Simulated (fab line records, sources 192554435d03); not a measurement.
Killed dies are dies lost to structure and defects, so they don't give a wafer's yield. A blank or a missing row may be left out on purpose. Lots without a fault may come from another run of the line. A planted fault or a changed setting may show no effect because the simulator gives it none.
Split-lot experiment | flow n5_finfet | 7 lots, 21 wafers read, on a route of 1938 steps

THE SPLIT
At N5_BEOL_M11_COAT_64 (time 60 s, resist thk 30 nm), the setting spin_rpm was moved away from the recipe's 1500 rpm on 6 of the 21 wafers read, by -8.3% to +10.7%. The other wafers ran this setting at the recipe's value.

The reading is taken at the split's own step.

THE READING
SiARC_of_BEOL_M11_COAT_64.thk_nm (the simulator's own value, which no gauge read), in nm, at N5_BEOL_M11_COAT_64 (time 60 s, resist thk 30 nm). The file gives no usual value for it. The 15 wafers here that ran the recipe average 30.0 nm, standard deviation 0.05 nm.

wafer  | tool, chamber at the split | spin_rpm as run, rpm | against the recipe | SiARC_of_BEOL_M11_COAT_64.thk_nm, nm | against lot-mates on the recipe
L074.2 | litho_track-02, 0          | 1500                 | recipe             | 30                                   | -
L074.4 | litho_track-02, 0          | 1500                 | recipe             | 30                                   | -
L074.3 | litho_track-02, 0          | 1661                 | +10.7%             | 28.6                                 | -1.4
L078.2 | litho_track-02, 0          | 1419                 | -5.4%              | 30.8                                 | +0.8
L078.3 | litho_track-02, 0          | 1500                 | recipe             | 30                                   | -
L078.5 | litho_track-02, 0          | 1500                 | recipe             | 30                                   | -
L081.1 | litho_track-04, 0          | 1500                 | recipe             | 30                                   | -
L081.4 | litho_track-04, 0          | 1500                 | recipe             | 30                                   | -
L081.3 | litho_track-04, 0          | 1401                 | -6.6%              | 31                                   | +1.0
L084.1 | litho_track-02, 0          | 1500                 | recipe             | 30                                   | -
L084.2 | litho_track-02, 0          | 1500                 | recipe             | 30                                   | -
L084.6 | litho_track-02, 0          | 1552                 | +3.5%              | 29.6                                 | -0.4
L089.2 | litho_track-04, 0          | 1500                 | recipe             | 30                                   | -
L089.4 | litho_track-04, 0          | 1500                 | recipe             | 30                                   | -
L089.6 | litho_track-04, 0          | 1500                 | recipe             | 30                                   | -
L091.2 | litho_track-02, 0          | 1376                 | -8.3%              | 31.4                                 | +1.2
L091.3 | litho_track-02, 0          | 1376                 | -8.3%              | 31.4                                 | +1.2
L091.5 | litho_track-02, 0          | 1500                 | recipe             | 30.2                                 | -
L097.1 | litho_track-05, 0          | 1500                 | recipe             | 30                                   | -
L097.4 | litho_track-05, 0          | 1500                 | recipe             | 30                                   | -
L097.5 | litho_track-05, 0          | 1500                 | recipe             | 30                                   | -

THE FIT
A straight line over all 21 wafers: SiARC_of_BEOL_M11_COAT_64.thk_nm changes by -0.148 nm for each +1% of spin_rpm; r = -0.99; the points scatter about the line by 0.078 nm.
The same after taking each lot's own level away (the mean of its wafers on the recipe; 21 wafers): -0.139 nm for each +1%; r = -1.00; scatter 0.034 nm.
On that fit, the largest move of spin_rpm shifts the reading by 1.5 nm.
The lots' own levels span 30.00 to 30.20 nm, that is 4.0 times the standard deviation above.
So the lot-to-lot level changes the slope little: the two slopes agree.
Check: with one of the wafers moved furthest among these (+10.7%) left out of the fit, the line predicts -1.54 nm for it against its lot-mates. It came out at -1.4 nm against them.

OTHER SPLITS ON THESE WAFERS
These wafers also went through other splits before the reading. Each is held against what the fit with the lots' levels taken away leaves over:
other split on the same wafers   | wafers away from the commonest value | r with SiARC_of_BEOL_M11_COAT_64.thk_nm (lot level and that fit taken away)
N5_BEOL_M6_TRENCH_ETCH_37 time_s | 7                                    | -0.25
N5_BEOL_M6_ALD_77 ald_cycles     | 12                                   | +0.16
N5_BEOL_M8_ILD_DEP_00 time_s     | 4                                    | +0.14
N5_BEOL_M8_PECVD_70 temp_c       | 4                                    | +0.03
N5_BEOL_M8_TRENCH_ETCH_37 bias_w | 5                                    | -0.11
N5_BEOL_M9_DEP_56 time_s         | 3                                    | +0.16

THE FILE'S OWN FIT
SiARC_of_BEOL_M11_COAT_64.thk_nm changes by -0.139 nm for each +1% of spin_rpm, r = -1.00.
